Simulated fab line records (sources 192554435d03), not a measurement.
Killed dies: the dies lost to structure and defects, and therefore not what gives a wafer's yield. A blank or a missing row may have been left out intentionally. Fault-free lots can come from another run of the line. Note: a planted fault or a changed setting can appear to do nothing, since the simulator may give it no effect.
Which tool was responsible? :: flow n5_finfet :: 11 lots with 33 wafers sampled at 5 steps, on a route of 1938 steps

WHAT EACH GAUGE READ, for each wafer
N5_BEOL_M4_THK_MEAS_01.
lot: L453
measured: day 8 08:40
on: film_metro-01
M4_ILD_THK (nm): 79.0 78.2 80.1

lot: L454
measured: day 8 09:03
on: film_metro-01
M4_ILD_THK (nm): 78.0 78.8 79.0

lot: L455
measured: day 9 04:43
on: film_metro-01
M4_ILD_THK (nm): 79.6 80.0 79.8

lot: L456
measured: day 9 11:57
on: film_metro-02
M4_ILD_THK (nm): 80.2 77.8 82.3

lot: L458
measured: day 9 13:43
on: film_metro-01
M4_ILD_THK (nm): 81.4 79.9 80.0

lot: L460
measured: day 9 17:17
on: film_metro-01
M4_ILD_THK (nm): 79.0 80.4 79.3

lot: L461
measured: day 9 21:04
on: film_metro-02
M4_ILD_THK (nm): 79.0 80.3 80.5

lot: L464
measured: day 11 10:14
on: film_metro-02
M4_ILD_THK (nm): 77.4 78.4 80.1

lot: L467
measured: day 11 20:08
on: film_metro-01
M4_ILD_THK (nm): 78.8 82.1 79.6

lot: L471
measured: day 12 10:12
on: film_metro-02
M4_ILD_THK (nm): 77.4 80.4 78.5

lot: L474
measured: day 13 06:04
on: film_metro-02
M4_ILD_THK (nm): 78.4 78.7 76.7

N5_BEOL_M4_OVL_MEAS_12.
lot: L453
measured: day 8 09:19
on: overlay-01
M4_OVL (nm): -0.1 -0.8 0.0

lot: L454
measured: day 8 11:46
on: overlay-02
M4_OVL (nm): 1.0 1.3 0.7

lot: L455
measured: day 9 07:41
on: overlay-02
M4_OVL (nm): 0.4 0.0 0.5

lot: L456
measured: day 9 12:59
on: overlay-01
M4_OVL (nm): 0.0 1.2 -0.8

lot: L458
measured: day 9 14:25
on: overlay-02
M4_OVL (nm): -0.1 -0.2 -0.5

lot: L460
measured: day 9 18:38
on: overlay-01
M4_OVL (nm): 0.2 -0.3 0.2

lot: L461
measured: day 9 23:14
on: overlay-02
M4_OVL (nm): -0.3 0.7 1.0

lot: L464
measured: day 11 11:34
on: overlay-01
M4_OVL (nm): -1.1 -0.5 0.2

lot: L467
measured: day 11 21:53
on: overlay-01
M4_OVL (nm): -0.6 0.2 0.6

lot: L471
measured: day 12 12:25
on: overlay-02
M4_OVL (nm): 0.3 0.4 -0.1

lot: L474
measured: day 13 07:58
on: overlay-02
M4_OVL (nm): -0.6 0.0 0.3

N5_BEOL_M4_RC_MEAS_101.
lot: L453
measured: day 8 21:15
on: prober-02
DIBL_N (mV/V): 34.6 33.6 33.5
DIBL_P (mV/V): 36.4 35.3 35.5
IOFF_N (nA/um): 0.13 0.13 0.13
IOFF_P (nA/um): 0.19 0.17 0.18
ION_N (uA/um): 652 660 652
ION_P (uA/um): 449 452 447
SS_N (mV/dec): 71.9 71.7 72.0
SS_P (mV/dec): 73.2 73.2 73.0
VT_N (mV): 254 253 254
VT_P (mV): -252 -253 -255

lot: L454
measured: day 8 21:51
on: prober-01
DIBL_N (mV/V): 39.1 36.2 35.8
DIBL_P (mV/V): 39.3 36.5 34.4
IOFF_N (nA/um): 0.23 0.17 0.16
IOFF_P (nA/um): 0.27 0.23 0.20
ION_N (uA/um): 683 688 659
ION_P (uA/um): 463 468 451
SS_N (mV/dec): 73.2 71.3 71.9
SS_P (mV/dec): 74.2 73.4 73.2
VT_N (mV): 247 248 249
VT_P (mV): -246 -248 -248

lot: L455
measured: day 9 14:58
on: prober-02
DIBL_N (mV/V): 32.7 37.3 35.7
DIBL_P (mV/V): 34.3 40.0 38.5
IOFF_N (nA/um): 0.12 0.20 0.16
IOFF_P (nA/um): 0.18 0.24 0.24
ION_N (uA/um): 656 677 663
ION_P (uA/um): 455 459 461
SS_N (mV/dec): 70.9 72.3 71.7
SS_P (mV/dec): 72.2 74.3 74.3
VT_N (mV): 252 247 253
VT_P (mV): -249 -249 -247

lot: L456
measured: day 9 23:35
on: prober-01
DIBL_N (mV/V): 37.4 38.0 38.5
DIBL_P (mV/V): 38.6 39.2 39.4
IOFF_N (nA/um): 0.19 0.19 0.20
IOFF_P (nA/um): 0.24 0.25 0.24
ION_N (uA/um): 694 670 678
ION_P (uA/um): 470 454 457
SS_N (mV/dec): 72.2 72.3 72.9
SS_P (mV/dec): 73.8 73.3 74.5
VT_N (mV): 249 250 249
VT_P (mV): -247 -252 -251

lot: L458
measured: day 10 03:35
on: prober-01
DIBL_N (mV/V): 36.4 34.6 35.0
DIBL_P (mV/V): 36.8 33.4 35.4
IOFF_N (nA/um): 0.15 0.11 0.12
IOFF_P (nA/um): 0.20 0.16 0.20
ION_N (uA/um): 678 653 669
ION_P (uA/um): 464 452 468
SS_N (mV/dec): 71.5 70.4 71.6
SS_P (mV/dec): 73.5 72.5 72.8
VT_N (mV): 252 255 255
VT_P (mV): -251 -253 -252

lot: L460
measured: day 10 06:41
on: prober-01
DIBL_N (mV/V): 34.1 36.0 37.1
DIBL_P (mV/V): 32.0 35.3 37.1
IOFF_N (nA/um): 0.11 0.13 0.15
IOFF_P (nA/um): 0.14 0.16 0.20
ION_N (uA/um): 661 658 654
ION_P (uA/um): 453 450 455
SS_N (mV/dec): 70.8 71.4 72.1
SS_P (mV/dec): 72.9 73.9 74.2
VT_N (mV): 259 255 251
VT_P (mV): -259 -258 -254

lot: L461
measured: day 10 17:22
on: prober-01
DIBL_N (mV/V): 34.2 34.1 37.7
DIBL_P (mV/V): 34.9 35.2 39.4
IOFF_N (nA/um): 0.13 0.14 0.21
IOFF_P (nA/um): 0.20 0.20 0.29
ION_N (uA/um): 657 672 699
ION_P (uA/um): 457 464 482
SS_N (mV/dec): 71.5 70.9 72.3
SS_P (mV/dec): 72.8 73.4 73.4
VT_N (mV): 252 250 245
VT_P (mV): -252 -248 -246

lot: L464
measured: day 11 20:52
on: prober-02
DIBL_N (mV/V): 40.2 38.9 38.6
DIBL_P (mV/V): 39.5 37.9 36.6
IOFF_N (nA/um): 0.21 0.18 0.17
IOFF_P (nA/um): 0.29 0.24 0.22
ION_N (uA/um): 695 676 668
ION_P (uA/um): 476 471 456
SS_N (mV/dec): 72.0 72.1 71.9
SS_P (mV/dec): 74.3 73.6 73.7
VT_N (mV): 243 247 250
VT_P (mV): -245 -248 -250

lot: L467
measured: day 12 11:42
on: prober-02
DIBL_N (mV/V): 34.1 37.7 34.2
DIBL_P (mV/V): 35.5 38.3 35.0
IOFF_N (nA/um): 0.13 0.21 0.14
IOFF_P (nA/um): 0.21 0.25 0.20
ION_N (uA/um): 669 676 667
ION_P (uA/um): 466 466 466
SS_N (mV/dec): 71.0 72.5 71.3
SS_P (mV/dec): 73.4 74.1 73.2
VT_N (mV): 251 247 249
VT_P (mV): -248 -247 -252

lot: L471
measured: day 12 22:44
on: prober-01
DIBL_N (mV/V): 33.0 32.5 35.2
DIBL_P (mV/V): 31.1 31.6 35.9
IOFF_N (nA/um): 0.10 0.10 0.14
IOFF_P (nA/um): 0.15 0.15 0.21
ION_N (uA/um): 653 643 668
ION_P (uA/um): 454 447 456
SS_N (mV/dec): 71.0 70.5 71.3
SS_P (mV/dec): 71.9 72.3 73.8
VT_N (mV): 258 259 250
VT_P (mV): -255 -253 -251

lot: L474
measured: day 13 20:39
on: prober-01
DIBL_N (mV/V): 40.1 36.2 37.9
DIBL_P (mV/V): 40.6 35.1 37.6
IOFF_N (nA/um): 0.25 0.13 0.19
IOFF_P (nA/um): 0.31 0.19 0.25
ION_N (uA/um): 689 651 675
ION_P (uA/um): 470 453 463
SS_N (mV/dec): 73.0 71.1 71.8
SS_P (mV/dec): 74.3 73.0 73.6
VT_N (mV): 245 255 246
VT_P (mV): -242 -252 -246

WHICH TOOL RAN EACH LOT (tool, then ch and the chambers of the sampled wafers, then the start)
lot: L453
N5_BEOL_M3_ANNEAL_95: pvd_sputter-02, day 8 07:21
N5_BEOL_M4_COAT_73: litho_track-04 ch 0, day 8 08:54

lot: L454
N5_BEOL_M3_ANNEAL_95: pvd_sputter-03, day 8 07:29
N5_BEOL_M4_COAT_73: litho_track-01 ch 0, day 8 11:29

lot: L455
N5_BEOL_M3_ANNEAL_95: pvd_sputter-01, day 9 03:03
N5_BEOL_M4_COAT_73: litho_track-05 ch 0, day 9 07:15

lot: L456
N5_BEOL_M3_ANNEAL_95: pvd_sputter-03, day 9 10:36
N5_BEOL_M4_COAT_73: litho_track-04 ch 0, day 9 12:41

lot: L458
N5_BEOL_M3_ANNEAL_95: pvd_sputter-02, day 9 12:07
N5_BEOL_M4_COAT_73: litho_track-04 ch 0, day 9 14:06

lot: L460
N5_BEOL_M3_ANNEAL_95: pvd_sputter-02, day 9 15:56
N5_BEOL_M4_COAT_73: litho_track-01 ch 0, day 9 18:20

lot: L461
N5_BEOL_M3_ANNEAL_95: pvd_sputter-01, day 9 19:41
N5_BEOL_M4_COAT_73: litho_track-01 ch 0, day 9 22:49

lot: L464
N5_BEOL_M3_ANNEAL_95: pvd_sputter-02, day 11 08:55
N5_BEOL_M4_COAT_73: litho_track-01 ch 0, day 11 11:16

lot: L467
N5_BEOL_M3_ANNEAL_95: pvd_sputter-01, day 11 18:47
N5_BEOL_M4_COAT_73: litho_track-04 ch 0, day 11 21:35

lot: L471
N5_BEOL_M3_ANNEAL_95: pvd_sputter-02, day 12 08:53
N5_BEOL_M4_COAT_73: litho_track-04 ch 0, day 12 12:07

lot: L474
N5_BEOL_M3_ANNEAL_95: pvd_sputter-03, day 13 04:41
N5_BEOL_M4_COAT_73: litho_track-04 ch 0, day 13 07:32
- N5_BEOL_M3_ANNEAL_95: time 240 s.
- N5_BEOL_M4_COAT_73: time 60 s, resist thk 5 nm.

WHAT THE TOOLS THEMSELVES READ (means of the sampled wafers that have a number; where no wafer has one, the mark that the record gives instead)
N5_BEOL_M3_ANNEAL_95.
lot: L453
tool: pvd_sputter-02
heater_power_w (W): 844

lot: L454
tool: pvd_sputter-03
heater_power_w (W): 805

lot: L455
tool: pvd_sputter-01
heater_power_w (W): 881

lot: L456
tool: pvd_sputter-03
heater_power_w (W): 856

lot: L458
tool: pvd_sputter-02
heater_power_w (W): 855

lot: L460
tool: pvd_sputter-02
heater_power_w (W): 856

lot: L461
tool: pvd_sputter-01
heater_power_w (W): 908

lot: L464
tool: pvd_sputter-02
heater_power_w (W): 863

lot: L467
tool: pvd_sputter-01
heater_power_w (W): 859

lot: L471
tool: pvd_sputter-02
heater_power_w (W): 825

lot: L474
tool: pvd_sputter-03
heater_power_w (W): 807

N5_BEOL_M4_COAT_73.
lot: L453
tool: litho_track-04
exhaust_pa (Pa): 44.8
spin_speed_rpm (rpm): 1500.8

lot: L454
tool: litho_track-01
exhaust_pa (Pa): 45.5
spin_speed_rpm (rpm): 1500.7

lot: L455
tool: litho_track-05
exhaust_pa (Pa): 44.6
spin_speed_rpm (rpm): 1501.3

lot: L456
tool: litho_track-04
exhaust_pa (Pa): 43.9
spin_speed_rpm (rpm): 1500.7

lot: L458
tool: litho_track-04
exhaust_pa (Pa): 44.7
spin_speed_rpm (rpm): 1500.9

lot: L460
tool: litho_track-01
exhaust_pa (Pa): 45.6
spin_speed_rpm (rpm): 1500.3

lot: L461
tool: litho_track-01
exhaust_pa (Pa): 44.9
spin_speed_rpm (rpm): 1499.7

lot: L464
tool: litho_track-01
exhaust_pa (Pa): 45.6
spin_speed_rpm (rpm): 1500.3

lot: L467
tool: litho_track-04
exhaust_pa (Pa): 44.3
spin_speed_rpm (rpm): 1499.5

lot: L471
tool: litho_track-04
exhaust_pa (Pa): 44.4
spin_speed_rpm (rpm): 1641.9

lot: L474
tool: litho_track-04
exhaust_pa (Pa): 45.6
spin_speed_rpm (rpm): 1641.2

THE ANSWER, worked out from the rows above alone
Rule: usual is defined by the lots themselves. Put in order of their means at a reading, lots are off if they are a third of the lots or fewer, leave a main group of 4 or more, and stand apart from it by a gap of 3 or more times the standard deviation of the main group's means; of several such gaps the widest counts. A main group whose means are all the same, to the digits that the tables above print for the reading, isn't used. A lot without any number at a reading at which 4 lots or more have one is off too. The other lots that the step has rows for count as sound. First the gauges in route order, then the tools' own readings, where a lot's mean is used as printed above. At the first step where some lot is off, the reading lying furthest off is the one used; lots without a number count as furthest.
Off: L471, L474 (N5_BEOL_M4_COAT_73, spin_speed_rpm). Mean 1500.5 rpm and standard deviation 0.55 in the main group.
A tool fits if, at that step or a process step before it, it ran every lot that is off, and no sound lot after the first of them. One fits: N5_BEOL_M4_COAT_73 on litho_track-04. A fault onset in the window from L467 (day 11 21:35, its last sound lot) to L471 (day 12 12:07, its first lot off) fits.
The tool's own readings at N5_BEOL_M4_COAT_73 bear it out: on the lots that are off they differ by more than 5 times the standard deviation of the sound lots' means. spin_speed_rpm reads 1641.6 rpm there against 1500.5 rpm on the sound lots.

WHAT THE SIMULATOR HAD PUT IN
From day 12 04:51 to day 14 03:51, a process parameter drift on litho_track-04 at N5_BEOL_M4_COAT_73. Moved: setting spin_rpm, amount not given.
Lots struck among those shown: L471, L474. The same result came from the rule above.
